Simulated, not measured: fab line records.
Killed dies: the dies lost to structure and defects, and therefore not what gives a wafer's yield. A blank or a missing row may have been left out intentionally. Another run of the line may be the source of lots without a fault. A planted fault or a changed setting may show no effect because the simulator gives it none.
fab line records    flow n5Finfet
record lots=24  wafers=72  lastDay=18
route steps=1938 shown BEOL_M1@773
lots untouched by any fault: they come from a run of this same line in which no faults occurred
startH: start of the lot's first displayed wafer, in hours after the record's first day    waitH: how many hours have passed since the lot's step before this one    " repeats the value in the row above    L1.1+2: one row covering several wafers at once    - no value, or no start was given    * or withheld: withheld    < > ~ a bound
route shown NAME@n: NAME is a module with steps in the file, n the number in the route of the first one    usual: average and standard deviation across the fault-free wafers    same: alike in all rows    chamber/n: place in a boat    sites: per-site readings    _std_site: their standard deviation    _edge_site: mean of outer sites minus mean of inner sites    radiusMm: for every site, how far away it sits from the centre of the wafer    mask NAME#n: copy n    behind: the tool/chamber that last shaped the wafer    hold: why the lot was held/for how many hours/how that ended    device: the transistor (n, p or np) that didn't switch    end of line: the route-end tests of the same wafers    where a step has no rows: the recipe by itself    killed: the dies lost at the first sort to structure and to defects; this is not the yield of the wafer    map: per-die view of a wafer (x killed, . not killed, _ where there is no die)
set.NAME: the setting the step ran with; set.NAME@STEP: the setting that earlier step ran with    model.NAME: the simulator's own value behind a step, which no gauge read
steps of the route over a sample of lots; a table a step, a row a wafer
services: a tool's chamber out of use, with start hour (startH, from the record's first day; less than 0 if before it), hours out, and reason
## steps
# step N5_BEOL_M1_STRIP_66
# recipe chemistry=CF4  resist=SiARC  powerW=300  biasPowerW=75  pressureMtorr=50  cf4FlowSccm=150  rfFrequencyHz=6e+07
# usual biasPowerW=75.01/0.22  drypumpMotorCurrentA=5.7/0.53  oesProductAu=0.73/0.064  rfFwdPowerW=292.4/0.83  rfVppV=270.9/1.3  showerheadPlenumPTorr=1.78/0.047  throttleValvePct=13.78/0.27
lot.wafer  tool        chamber  startH  waitH  biasPowerW  drypumpMotorCurrentA  oesProductAu  rfFwdPowerW  rfHoursCounterH  rfVppV  showerheadPlenumPTorr  throttleValvePct
L074.1     rieDiel-02  0        131.11  0.0    75.17       6.0                   0.71          292.2        200              270.6   1.78                   13.97
L074.4     "           1        "       "      75.37       5.9                   0.69          293.3        248              269.3   1.71                   13.71
L074.5     "           0        "       "      74.92       6.0                   0.71          291.9        -                269.8   1.78                   13.99
L075.3     rieDiel-02  0        136.68  0.0    74.91       6.0                   0.71          292.9        201              271.1   1.78                   13.99
L075.5     "           0        "       "      74.80       6.0                   0.71          293.1        -                271.9   1.78                   13.99
L075.6     "           3        "       "      75.23       4.7                   0.75          291.1        -                270.1   1.79                   13.79
L076.1     rieDiel-02  1        137.03  0.0    74.77       5.9                   0.69          293.3        250              268.7   1.71                   13.73
L076.3     "           0        "       "      74.69       6.0                   0.71          292.9        201              271.0   1.78                   13.98
L076.5     "           1        "       "      74.73       5.9                   0.69          292.7        -                270.1   1.71                   13.71
L078.1     rieDiel-02  3        149.06  0.0    74.67       4.8                   0.73          292.5        175              271.6   1.79                   13.78
L078.4     "           0        "       "      75.06       6.0                   0.70          291.8        -                270.1   1.78                   14.01
L078.5     "           2        "       "      74.94       5.6                   0.75          291.5        -                272.7   1.80                   13.40
L077.1     rieDiel-02  2        157.93  0.0    75.12       5.6                   0.74          293.0        131              272.5   1.80                   13.40
L077.5     "           0        "       "      74.84       6.0                   0.70          293.0        -                271.8   1.78                   14.00
L077.6     "           1        "       "      75.15       5.9                   0.99          293.3        -                274.6   1.92                   13.16
L079.2     rieDiel-02  1        158.74  0.0    75.00       5.9                   0.97          292.5        1                272.9   1.92                   13.15
L079.4     "           3        "       "      75.13       4.7                   0.73          293.0        180              270.7   1.79                   13.79
L079.6     "           2        "       "      75.07       5.6                   0.75          292.7        -                271.7   1.80                   13.42
L080.1     rieDiel-05  2        163.33  0.0    75.28       5.5                   0.70          294.2        237              270.0   1.77                   13.67
L080.2     "           1        "       "      75.40       6.7                   0.70          292.5        203              269.4   1.79                   13.91
L080.5     "           3        "       "      75.09       5.6                   0.71          292.9        -                270.8   1.78                   14.09
L081.1     rieDiel-04  1        167.10  0.0    74.60       6.6                   0.76          292.3        156              269.6   1.73                   13.73
L081.2     "           2        "       "      75.03       5.5                   0.76          292.2        164              271.4   1.87                   13.69
L081.5     "           2        "       "      74.85       5.5                   0.75          292.5        -                272.1   1.87                   13.69
L082.2     rieDiel-05  0        172.72  0.0    75.06       5.4                   0.69          291.8        212              270.7   1.78                   13.81
L082.4     "           2        "       "      75.08       5.5                   0.70          291.8        240              271.5   1.77                   13.66
L082.5     "           3        "       "      75.25       5.6                   0.72          294.1        -                270.4   1.78                   14.09
L083.1     rieDiel-04  0        177.06  0.0    75.27       6.1                   0.72          292.6        179              269.6   1.79                   13.77
L083.2     "           2        "       "      75.25       5.5                   0.75          293.2        167              271.4   1.87                   13.72
L083.5     "           2        "       "      75.16       5.5                   0.75          293.0        -                271.7   1.87                   13.71
L084.1     rieDiel-04  3        187.58  0.0    74.81       5.6                   0.68          291.9        243              267.5   1.70                   14.03
L084.4     "           1        "       "      75.14       6.6                   0.76          294.3        162              269.7   1.73                   13.74
L084.5     "           2        "       "      75.12       5.5                   0.75          292.3        -                271.9   1.87                   13.71
L085.2     rieDiel-02  3        193.29  0.0    75.20       4.8                   0.73          293.1        189              272.7   1.78                   13.84
L085.5     "           2        "       "      74.90       5.6                   0.74          294.0        -                272.0   1.80                   13.43
L085.6     "           3        "       "      75.35       4.7                   0.72          292.6        -                270.7   1.78                   13.82
L087.3     rieDiel-04  3        195.89  0.0    74.81       5.7                   0.68          292.0        245              269.1   1.70                   14.03
L087.5     "           0        "       "      75.30       6.1                   0.71          292.2        -                271.4   1.78                   13.77
L087.6     "           3        "       "      74.83       5.6                   0.69          292.5        -                268.8   1.70                   14.04
L086.1     rieDiel-04  0        202.98  0.0    75.50       6.1                   0.71          292.9        187              272.7   1.78                   13.79
L086.3     "           3        "       "      74.70       5.6                   0.68          291.4        248              269.4   1.70                   14.03
L086.4     "           2        "       "      75.47       5.5                   0.75          292.6        176              273.4   1.87                   13.72
L088.1     rieDiel-04  2        209.38  0.0    75.03       5.5                   0.75          292.8        177              273.1   1.86                   13.73
L088.2     "           3        "       "      75.07       5.7                   0.68          292.9        250              269.0   1.70                   14.03
L088.3     "           0        "       "      74.44       6.1                   0.71          291.3        189              271.9   1.78                   13.78
L089.1     rieDiel-05  3        212.48  0.0    74.99       5.6                   0.71          292.8        208              269.9   1.78                   14.12
L089.4     "           0        "       "      75.04       5.4                   0.68          291.4        -                270.2   1.77                   13.85
L089.6     "           1        "       "      75.13       6.8                   0.69          291.8        -                270.1   1.79                   13.93
L090.1     rieDiel-05  1        220.49  0.0    74.98       6.7                   0.68          292.1        219              271.2   1.78                   13.95
L090.4     "           3        "       "      74.85       5.6                   0.71          293.0        -                269.9   1.77                   14.12
L090.5     "           0        "       "      74.68       5.4                   0.68          291.2        -                270.3   1.77                   13.84
L091.1     rieDiel-05  0        223.53  0.0    74.93       5.4                   0.68          293.3        227              270.1   1.77                   13.84
L091.4     "           3        "       "      75.19       5.6                   0.71          292.5        -                271.5   1.77                   14.13
L091.5     "           1        "       "      74.74       6.7                   0.68          292.6        -                272.1   1.78                   13.94
L092.1     rieDiel-02  3        231.47  0.0    74.88       4.7                   0.72          292.1        203              270.7   1.78                   13.85
L092.4     "           0        "       "      75.11       6.0                   0.70          291.3        229              270.0   1.77                   14.05
L092.5     "           3        "       "      74.72       4.7                   0.72          290.9        -                271.7   1.78                   13.87
L093.1     rieDiel-02  3        234.99  0.0    75.10       4.7                   0.72          291.4        204              272.3   1.78                   13.84
L093.4     "           0        "       "      75.01       6.0                   0.70          292.6        230              269.8   1.77                   14.04
L093.6     "           1        "       "      75.23       5.9                   0.89          292.1        -                274.3   1.91                   13.21
L095.3     rieDiel-05  3        248.46  0.0    75.20       5.6                   0.70          292.1        219              271.6   1.77                   14.14
L095.5     "           0        "       "      75.36       5.4                   0.68          293.5        -                271.0   1.77                   13.84
L095.6     "           3        "       "      75.09       5.6                   0.70          291.8        -                272.0   1.77                   14.13
L094.1     rieDiel-05  3        251.22  0.0    74.83       5.6                   0.70          291.9        220              269.7   1.77                   14.14
L094.5     "           3        "       "      74.88       5.6                   0.70          293.1        -                270.3   1.77                   14.15
L094.6     "           2        "       "      74.87       5.5                   0.91          293.7        -                271.1   1.77                   13.14
L096.1     rieDiel-05  0        257.10  0.0    74.88       5.4                   0.68          291.9        236              269.8   1.77                   13.86
L096.3     "           2        "       "      74.79       5.5                   0.91          292.1        9                271.8   1.77                   13.15
L096.5     "           0        "       "      75.13       5.4                   0.68          291.2        -                271.4   1.77                   13.87
L097.2     rieDiel-02  0        265.17  0.0    75.16       6.0                   0.69          292.2        238              269.3   1.77                   14.06
L097.4     "           1        "       "      74.84       5.9                   0.89          293.5        33               271.8   1.91                   13.23
L097.6     "           3        "       "      74.91       4.7                   0.71          292.6        -                271.7   1.78                   13.88
# step N5_BEOL_M1_CD_MEAS_28
# recipe landingEnergyEv=500  detector=seInlens  targetCdYNm=23.3
# usual cdNm=24.01/0.2
lot.wafer  tool      chamber  startH  waitH  cdNm
L074.1     cdSem-02  0        131.66  -      23.94
L074.4     "         0        "       "      23.69
L074.5     "         0        "       "      24.01
L075.3     cdSem-01  0        137.38  -      24.15
L075.5     "         0        "       "      24.29
L075.6     "         0        "       "      24.44
L076.1     cdSem-01  0        137.73  -      23.99
L076.3     "         0        "       "      24.16
L076.5     "         0        "       "      24.15
L078.1     cdSem-02  0        149.60  -      24.14
L078.4     "         0        "       "      23.91
L078.5     "         0        "       "      24.37
L077.1     cdSem-02  0        158.55  -      24.06
L077.5     "         0        "       "      24.06
L077.6     "         0        "       "      24.09
L079.2     cdSem-02  0        159.29  -      23.84
L079.4     "         0        "       "      24.00
L079.6     "         0        "       "      23.84
L080.1     cdSem-02  0        164.01  -      24.09
L080.2     "         0        "       "      24.01
L080.5     "         0        "       "      23.65
L081.1     cdSem-02  0        167.77  -      23.46
L081.2     "         0        "       "      23.96
L081.5     "         0        "       "      23.84
L082.2     cdSem-02  0        173.27  -      24.36
L082.4     "         0        "       "      24.25
L082.5     "         0        "       "      24.13
L083.1     cdSem-01  0        177.72  -      24.12
L083.2     "         0        "       "      23.53
L083.5     "         0        "       "      23.84
L084.1     cdSem-02  0        188.16  -      24.18
L084.4     "         0        "       "      24.26
L084.5     "         0        "       "      24.11
L085.2     cdSem-01  0        193.83  -      24.05
L085.5     "         0        "       "      24.03
L085.6     "         0        "       "      23.95
L087.3     cdSem-01  0        196.43  -      23.94
L087.5     "         0        "       "      24.03
L087.6     "         0        "       "      23.92
L086.1     cdSem-02  0        203.52  -      23.56
L086.3     "         0        "       "      23.75
L086.4     "         0        "       "      24.10
L088.1     cdSem-01  0        210.03  -      23.76
L088.2     "         0        "       "      23.81
L088.3     "         0        "       "      23.72
L089.1     cdSem-02  0        213.02  -      24.04
L089.4     "         0        "       "      23.93
L089.6     "         0        "       "      24.32
L090.1     cdSem-01  0        221.03  -      24.12
L090.4     "         0        "       "      24.32
L090.5     "         0        "       "      24.11
L091.1     cdSem-02  0        224.19  -      23.94
L091.4     "         0        "       "      23.97
L091.5     "         0        "       "      23.98
L092.1     cdSem-01  0        232.01  -      24.37
L092.4     "         0        "       "      23.93
L092.5     "         0        "       "      23.96
L093.1     cdSem-02  0        235.66  -      23.89
L093.4     "         0        "       "      23.65
L093.6     "         0        "       "      23.98
L095.3     cdSem-02  0        249.00  -      24.05
L095.5     "         0        "       "      23.54
L095.6     "         0        "       "      24.31
L094.1     cdSem-01  0        251.82  -      24.12
L094.5     "         0        "       "      23.89
L094.6     "         0        "       "      23.97
L096.1     cdSem-02  0        257.64  -      24.08
L096.3     "         0        "       "      24.00
L096.5     "         0        "       "      23.92
L097.2     cdSem-01  0        265.84  -      24.06
L097.4     "         0        "       "      23.84
L097.6     "         0        "       "      24.04
# step N5_BEOL_M1_OVL_MEAS_29
# recipe pointsPerWafer=522
# usual V0_OVL=0.2/0.62
lot.wafer  tool        chamber  startH  waitH  V0_OVL[nm]
L074.1     overlay-02  0        131.69  0.0    0.4
L074.4     "           0        "       "      0.9
L074.5     "           0        "       "      1.2
L075.3     overlay-02  0        137.42  0.0    -0.1
L075.5     "           0        "       "      0.2
L075.6     "           0        "       "      1.0
L076.1     overlay-01  0        137.76  0.0    -0.3
L076.3     "           0        "       "      -0.5
L076.5     "           0        "       "      -0.1
L078.1     overlay-01  0        149.63  0.0    0.3
L078.4     "           0        "       "      0.3
L078.5     "           0        "       "      -0.2
L077.1     overlay-02  0        158.58  0.0    0.0
L077.5     "           0        "       "      0.6
L077.6     "           0        "       "      -0.3
L079.2     overlay-01  0        159.32  0.0    -0.2
L079.4     "           0        "       "      0.2
L079.6     "           0        "       "      -0.4
L080.1     overlay-02  0        164.04  0.0    0.0
L080.2     "           0        "       "      -0.3
L080.5     "           0        "       "      0.4
L081.1     overlay-02  0        167.80  0.0    2.0
L081.2     "           0        "       "      0.4
L081.5     "           0        "       "      2.1
L082.2     overlay-01  0        173.31  0.0    0.5
L082.4     "           0        "       "      0.2
L082.5     "           0        "       "      0.5
L083.1     overlay-02  0        177.75  0.0    1.3
L083.2     "           0        "       "      1.6
L083.5     "           0        "       "      0.8
L084.1     overlay-02  0        188.19  0.0    -0.1
L084.4     "           0        "       "      -1.3
L084.5     "           0        "       "      -0.4
L085.2     overlay-01  0        193.87  0.0    0.1
L085.5     "           0        "       "      0.0
L085.6     "           0        "       "      0.0
L087.3     overlay-01  0        196.47  0.0    0.5
L087.5     "           0        "       "      0.3
L087.6     "           0        "       "      0.6
L086.1     overlay-01  0        203.55  0.0    0.7
L086.3     "           0        "       "      -0.4
L086.4     "           0        "       "      0.4
L088.1     overlay-02  0        210.06  0.0    -1.0
L088.2     "           0        "       "      0.0
L088.3     "           0        "       "      -0.4
L089.1     overlay-01  0        213.05  0.0    -0.7
L089.4     "           0        "       "      -0.9
L089.6     "           0        "       "      -0.9
L090.1     overlay-02  0        221.06  0.0    1.0
L090.4     "           0        "       "      0.5
L090.5     "           0        "       "      0.6
L091.1     overlay-01  0        224.22  0.0    0.3
L091.4     "           0        "       "      0.3
L091.5     "           0        "       "      0.1
L092.1     overlay-01  0        232.04  0.0    1.1
L092.4     "           0        "       "      0.1
L092.5     "           0        "       "      1.1
L093.1     overlay-01  0        235.69  0.0    1.3
L093.4     "           0        "       "      0.1
L093.6     "           0        "       "      0.5
L095.3     overlay-02  0        249.04  0.0    -0.2
L095.5     "           0        "       "      0.7
L095.6     "           0        "       "      0.3
L094.1     overlay-02  0        251.85  0.0    0.1
L094.5     "           0        "       "      -0.6
L094.6     "           0        "       "      0.2
L096.1     overlay-02  0        257.67  0.0    1.3
L096.3     "           0        "       "      0.2
L096.5     "           0        "       "      1.0
L097.2     overlay-01  0        265.88  0.0    0.1
L097.4     "           0        "       "      -0.7
L097.6     "           0        "       "      0.6
# step N5_BEOL_M1_DEGAS_44
# recipe ambient=vacuum  tempC=250  timeS=60
# usual heaterPowerW=306/28
lot.wafer  tool           chamber  startH  waitH  heaterPowerW
L074.1     pvdSputter-02  -        132.85  0.1    303
L074.4     "              -        "       "      361
L074.5     "              -        "       "      303
L076.1     pvdSputter-03  -        145.38  0.4    321
L076.3     "              -        "       "      293
L076.5     "              -        "       "      328
L075.3     pvdSputter-03  -        145.58  0.4    345
L075.5     "              -        "       "      342
L075.6     "              -        "       "      328
L078.1     pvdSputter-01  -        152.05  0.2    285
L078.4     "              -        "       "      261
L078.5     "              -        "       "      287
L077.1     pvdSputter-01  -        161.80  0.3    307
L077.5     "              -        "       "      249
L077.6     "              -        "       "      301
L079.2     pvdSputter-01  -        167.24  0.4    294
L079.4     "              -        "       "      256
L079.6     "              -        "       "      284
L080.1     pvdSputter-01  -        173.30  0.4    285
L080.2     "              -        "       "      300
L080.5     "              -        "       "      310
L083.1     pvdSputter-01  -        182.28  0.3    315
L083.2     "              -        "       "      254
L083.5     "              -        "       "      292
L081.1     pvdSputter-03  -        182.30  0.3    327
L081.2     "              -        "       "      318
L081.5     "              -        "       "      299
L082.2     pvdSputter-03  -        203.12  0.4    290
L082.4     "              -        "       "      330
L082.5     "              -        "       "      313
L084.1     pvdSputter-01  -        205.13  1.0    294
L084.4     "              -        "       "      306
L084.5     "              -        "       "      304
L085.2     pvdSputter-01  -        205.29  0.9    302
L085.5     "              -        "       "      291
L085.6     "              -        "       "      310
L087.3     pvdSputter-02  -        208.37  0.0    359
L087.5     "              -        "       "      305
L087.6     "              -        "       "      323
L086.1     pvdSputter-02  -        208.62  0.0    304
L086.3     "              -        "       "      339
L086.4     "              -        "       "      305
L090.1     pvdSputter-02  -        225.15  0.4    319
L090.4     "              -        "       "      359
L090.5     "              -        "       "      320
L088.1     pvdSputter-03  -        227.47  0.8    324
L088.2     "              -        "       "      335
L088.3     "              -        "       "      351
L089.1     pvdSputter-02  -        231.39  0.6    371
L089.4     "              -        "       "      297
L089.6     "              -        "       "      328
L091.1     pvdSputter-03  -        234.51  0.4    330
L091.4     "              -        "       "      341
L091.5     "              -        "       "      317
L092.1     pvdSputter-01  -        250.81  0.2    313
L092.4     "              -        "       "      251
L092.5     "              -        "       "      252
L093.1     pvdSputter-02  -        251.16  0.4    356
L093.4     "              -        "       "      309
L093.6     "              -        "       "      307
L095.3     pvdSputter-01  -        256.97  0.2    309
L095.5     "              -        "       "      289
L095.6     "              -        "       "      290
L096.1     pvdSputter-01  -        260.41  0.3    303
L096.3     "              -        "       "      284
L096.5     "              -        "       "      255
L094.1     pvdSputter-01  -        265.43  0.1    256
L094.5     "              -        "       "      301
L094.6     "              -        "       "      251
L097.2     pvdSputter-01  -        268.46  0.0    310
L097.4     "              -        "       "      296
L097.6     "              -        "       "      297
# step N5_BEOL_M1_SPUTTER_88
# recipe material=Cu  targetThkA=45  tempC=-20  chamberPressurePa=0.07  powerW=withheld  timeS=8.29
# usual throttleValvePct=29.5/0.77
lot.wafer  tool           chamber  startH  waitH  throttleValvePct
L074.1     pvdSputter-03  -        134.49  0.1    30.5
L074.4     "              -        "       "      29.2
L074.5     "              -        "       "      28.8
L076.1     pvdSputter-03  -        147.08  0.1    29.8
L076.3     "              -        "       "      30.3
L076.5     "              -        "       "      30.2
L075.3     pvdSputter-02  -        147.19  0.1    30.2
L075.5     "              -        "       "      30.4
L075.6     "              -        "       "      29.7
L078.1     pvdSputter-02  -        155.60  0.1    27.9
L078.4     "              -        "       "      29.7
L078.5     "              -        "       "      27.9
L077.1     pvdSputter-01  -        163.41  0.1    28.7
L077.5     "              -        "       "      29.6
L077.6     "              -        "       "      30.4
L079.2     pvdSputter-01  -        170.38  0.1    28.7
L079.4     "              -        "       "      29.7
L079.6     "              -        "       "      29.7
L080.1     pvdSputter-03  -        175.45  0.1    29.3
L080.2     "              -        "       "      29.8
L080.5     "              -        "       "      29.1
L083.1     pvdSputter-01  -        184.06  0.1    30.8
L083.2     "              -        "       "      29.5
L083.5     "              -        "       "      29.9
L081.1     pvdSputter-03  -        185.62  0.1    28.5
L081.2     "              -        "       "      29.3
L081.5     "              -        "       "      29.7
L082.2     pvdSputter-03  -        204.80  0.1    29.3
L082.4     "              -        "       "      28.4
L082.5     "              -        "       "      28.5
L084.1     pvdSputter-03  -        206.64  0.1    30.2
L084.4     "              -        "       "      29.4
L084.5     "              -        "       "      28.7
L085.2     pvdSputter-02  -        207.01  0.1    29.3
L085.5     "              -        "       "      29.7
L085.6     "              -        "       "      30.6
L087.3     pvdSputter-01  -        209.94  0.1    28.6
L087.5     "              -        "       "      29.8
L087.6     "              -        "       "      30.6
L086.1     pvdSputter-02  -        210.26  0.1    29.3
L086.3     "              -        "       "      27.9
L086.4     "              -        "       "      29.8
L090.1     pvdSputter-02  -        227.05  0.1    28.0
L090.4     "              -        "       "      30.5
L090.5     "              -        "       "      30.3
L088.1     pvdSputter-01  -        228.96  0.1    30.8
L088.2     "              -        "       "      29.7
L088.3     "              -        "       "      29.8
L089.1     pvdSputter-01  -        233.54  0.1    28.4
L089.4     "              -        "       "      30.5
L089.6     "              -        "       "      28.4
L091.1     pvdSputter-01  -        236.10  0.1    30.0
L091.4     "              -        "       "      30.4
L091.5     "              -        "       "      30.0
L092.1     pvdSputter-03  -        252.28  0.1    29.3
L092.4     "              -        "       "      29.8
L092.5     "              -        "       "      29.0
L093.1     pvdSputter-02  -        252.90  0.1    29.3
L093.4     "              -        "       "      28.0
L093.6     "              -        "       "      29.6
L095.3     pvdSputter-01  -        258.73  0.1    30.7
L095.5     "              -        "       "      28.4
L095.6     "              -        "       "      29.9
L096.1     pvdSputter-03  -        263.29  0.1    29.2
L096.3     "              -        "       "      30.1
L096.5     "              -        "       "      29.5
L094.1     pvdSputter-01  -        266.93  0.1    29.7
L094.5     "              -        "       "      28.9
L094.6     "              -        "       "      29.8
L097.2     pvdSputter-01  -        270.13  0.1    29.9
L097.4     "              -        "       "      29.7
L097.6     "              -        "       "      28.2
# step N5_BEOL_M1_PRE_CLEAN_60
# recipe gas=NH3/H2  timeS=15  tempC=*  rfPowerW=300
# usual heaterPowerW=87/23  rfFwdPowerW=297.6/1.1
lot.wafer  tool      chamber  startH  waitH  heaterPowerW  rfFwdPowerW
L074.1     cvdCo-01  0        136.19  0.0    99            297.8
L074.4     "         0        "       "      98            297.0
L074.5     "         2        "       "      61            298.2
L076.1     cvdCo-02  1        148.78  0.0    75            297.3
L076.3     "         2        "       "      91            295.5
L076.5     "         1        "       "      78            297.8
L075.3     cvdCo-02  2        148.97  0.1    92            296.2
L075.5     "         1        "       "      73            297.8
L075.6     "         2        "       "      87            295.6
L078.1     cvdCo-02  2        157.33  0.1    90            295.3
L078.4     "         0        "       "      62            296.3
L078.5     "         2        "       "      88            295.1
L077.1     cvdCo-01  1        165.11  0.0    132           297.6
L077.5     "         1        "       "      133           297.8
L077.6     "         2        "       "      62            296.8
L079.2     cvdCo-01  1        172.09  0.0    132           297.3
L079.4     "         0        "       "      100           298.6
L079.6     "         2        "       "      63            297.8
L080.1     cvdCo-01  1        177.15  0.0    135           295.6
L080.2     "         0        "       "      99            298.0
L080.5     "         1        "       "      132           297.8
L083.1     cvdCo-02  1        185.78  0.0    76            296.1
L083.2     "         2        "       "      89            297.4
L083.5     "         2        "       "      86            296.9
L081.1     cvdCo-02  2        187.33  0.0    90            296.4
L081.2     "         1        "       "      75            298.6
L081.5     "         0        "       "      64            298.1
L082.2     cvdCo-01  0        206.51  0.0    99            297.8
L082.4     "         1        "       "      129           298.7
L082.5     "         0        "       "      101           297.5
L084.1     cvdCo-01  2        208.35  0.0    63            298.7
L084.4     "         1        "       "      134           297.6
L084.5     "         0        "       "      99            297.2
L085.2     cvdCo-01  0        208.73  0.0    95            299.5
L085.5     "         0        "       "      99            299.1
L085.6     "         2        "       "      61            297.3
L087.3     cvdCo-02  2        211.64  0.0    88            296.4
L087.5     "         1        "       "      75            298.8
L087.6     "         0        "       "      63            298.1
L086.1     cvdCo-01  1        211.98  0.0    132           297.6
L086.3     "         2        "       "      63            297.7
L086.4     "         0        "       "      100           298.3
L090.1     cvdCo-02  2        228.94  0.0    90            297.3
L090.4     "         0        "       "      63            297.1
L090.5     "         2        "       "      91            296.9
L088.1     cvdCo-02  0        230.66  0.0    61            299.3
L088.2     "         2        "       "      90            295.7
L088.3     "         1        "       "      76            297.7
L089.1     cvdCo-01  1        235.28  0.1    134           299.3
L089.4     "         1        "       "      129           299.1
L089.6     "         0        "       "      100           297.9
L091.1     cvdCo-02  2        237.80  0.0    88            296.9
L091.4     "         2        "       "      89            296.7
L091.5     "         1        "       "      77            296.6
L092.1     cvdCo-01  0        253.98  0.0    99            299.1
L092.4     "         1        "       "      130           297.7
L092.5     "         2        "       "      63            299.0
L093.1     cvdCo-02  0        254.60  0.0    62            297.0
L093.4     "         2        "       "      89            295.9
L093.6     "         0        "       "      63            296.2
L095.3     cvdCo-01  0        260.54  0.1    100           298.2
L095.5     "         1        "       "      131           298.7
L095.6     "         2        "       "      61            299.8
L096.1     cvdCo-02  2        264.99  0.0    87            297.5
L096.3     "         0        "       "      64            297.5
L096.5     "         1        "       "      76            299.3
L094.1     cvdCo-02  1        268.72  0.0    77            298.1
L094.5     "         0        "       "      63            298.5
L094.6     "         2        "       "      90            296.6
L097.2     cvdCo-02  1        271.85  0.0    78            297.2
L097.4     "         0        "       "      63            297.9
L097.6     "         2        "       "      92            297.1
## services
tool           chamber  startH  hours  kind
pvdSputter-01  -        107.19  4.0    repair
cvdCo-01       -        110.92  6.9    pm
cvdCo-02       1        114.67  -      clean
cvdCo-02       1        114.67  22.0   scheduledDown
cvdCo-02       1        114.67  22.0   ventCycle
cvdCo-02       0        131.53  22.4   repair
rieDiel-02     1        137.73  -      clean
rieDiel-02     1        137.73  -      consumableReplace:focusRing
rieDiel-02     1        137.73  -      consumableReplace:showerhead
rieDiel-02     -        139.51  0.9    repair
pvdSputter-03  -        161.93  6.6    repair
cvdCo-01       -        183.83  6.0    pm
pvdSputter-02  -        185.64  12.6   repair
cvdCo-02       -        187.73  2.7    repair
cvdCo-02       -        194.94  4.3    pm
rieDiel-02     0        202.66  7.8    repair
rieDiel-02     2        206.69  6.6    repair
rieDiel-05     2        209.91  -      clean
rieDiel-05     2        209.91  -      consumableReplace:focusRing
rieDiel-04     3        210.24  -      clean
rieDiel-04     3        210.24  -      consumableReplace:focusRing
rieDiel-04     3        210.24  -      consumableReplace:showerhead
cvdCo-01       2        234.87  6.3    repair
rieDiel-02     3        267.45  4.0    repair
## key
fault none
